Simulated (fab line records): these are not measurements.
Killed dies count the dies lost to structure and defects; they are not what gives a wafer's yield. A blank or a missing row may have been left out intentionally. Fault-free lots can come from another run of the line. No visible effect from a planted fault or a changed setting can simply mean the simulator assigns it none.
Comparing a struck lot with a sound one ; flow nand harc ; 15 steps out of a route of 1302
Sound: wafers L113.4, L113.5, L113.6. Struck: wafers L121.1, L121.2, L121.5. The cause is named last.
For every step that has rows: the tool of each side, followed by ch and its chambers, followed by its first start. Under that, the readings that differ: sound wafers ; struck wafers ; difference of the means ; sigmas: that difference in standard deviations of wafers without a fault.
alike: a reading whose means differ by less than 2 such deviations, as well as words and numbers matching on both sides. not compared: withheld readings; readings where some wafer has no value; bounds like >300 that might hide an equal value; numbers whose values overlap and for which the record gives no deviation.
A row with sigmas, a row that says differs or no value, or rows on one side alone: a step with any of these is where the two part. Numbers that have no deviation but don't overlap get no sigmas and don't part them. A reading missing from all wafers of one side parts the sides only when that side holds two or more wafers.

first, 1 step without rows for these wafers: NHARC_A_ONON_D1_DEP_06 (target thk 1000 nm).
NHARC_A_ONON_D1_THK_MEAS_08: measures by ellipsometry.
  sound: film metro-02 at day 12 08:34; struck: film metro-02 at day 15 15:10
  alike: thk nm
then, no rows for these wafers at 1 step: NHARC_A_ONON_D1_DEP_09 (target thk 1000 nm).
NHARC_A_ONON_D1_THK_MEAS_11: measures by ellipsometry.
  sound: film metro-02 at day 12 09:16; struck: film metro-02 at day 15 15:44
reading;sound;struck;difference;sigmas
thk nm (nm);1009 1012 1010;976 979 976;-33;-3
then, no rows for these wafers at 1 step: NHARC_A_ONON_D1_DEP_12 (target thk 1000 nm).
NHARC_A_ONON_D1_THK_MEAS_14: measures by ellipsometry.
  sound: film metro-01 at day 12 09:58; struck: film metro-01 at day 15 16:18
  alike: thk nm
then, 2 steps without rows for these wafers: NHARC_A_ONON_D1_ANNEAL_15 (time 3600 s); NHARC_A_ONON_D1_DEP_16 (target thk 1000 nm).
NHARC_A_ONON_D1_THK_MEAS_18: measures by ellipsometry.
  sound: film metro-01 at day 12 17:47; struck: film metro-02 at day 16 03:26
  alike: thk nm
then, no rows for these wafers at 1 step: NHARC_A_ONON_D1_DEP_19 (target thk 1000 nm).
NHARC_A_ONON_D1_THK_MEAS_21: measures by ellipsometry.
  sound: film metro-02 at day 12 18:22; struck: film metro-01 at day 16 04:01
  alike: thk nm
NHARC_A_ONON_D1_DEP_22: target thk 1000 nm.
  sound on pecvd onon-04 ch 0, day 12 18:35; struck on pecvd onon-03 ch 0, day 16 04:04
reading;sound;struck;difference;sigmas
nh3 flow sccm (sccm);496.4 496.2 497.1;500.7 500.7 500.0;+3.9;+2
  alike: n2 flow sccm, sih4 flow sccm
NHARC_A_ONON_D1_THK_MEAS_24: measures by ellipsometry.
  sound: film metro-01 at day 12 18:55; struck: film metro-02 at day 16 04:34
reading;sound;struck;difference;sigmas
thk nm (nm);1001 1004 1001;1558 1559 1557;+556;+51
then, no rows for these wafers at 1 step: NHARC_A_ONON_D1_DEP_25 (target thk 1000 nm).
-- jump in the record: it breaks off in module A_ONON_D1 and resumes in module END (first step shown: number 1302 of the route), and 16 days separate the struck wafers' starts before and after --
NHARC_END_SORT_01:
  only the struck wafers appear in the record here, on prober-01 ch 0 at day 32 07:06; the sound ones have no rows

## WHERE THEY PART
Earliest at NHARC_A_ONON_D1_THK_MEAS_11; latest, in this record, at NHARC_END_SORT_01.

WHY: whatever the simulator had introduced
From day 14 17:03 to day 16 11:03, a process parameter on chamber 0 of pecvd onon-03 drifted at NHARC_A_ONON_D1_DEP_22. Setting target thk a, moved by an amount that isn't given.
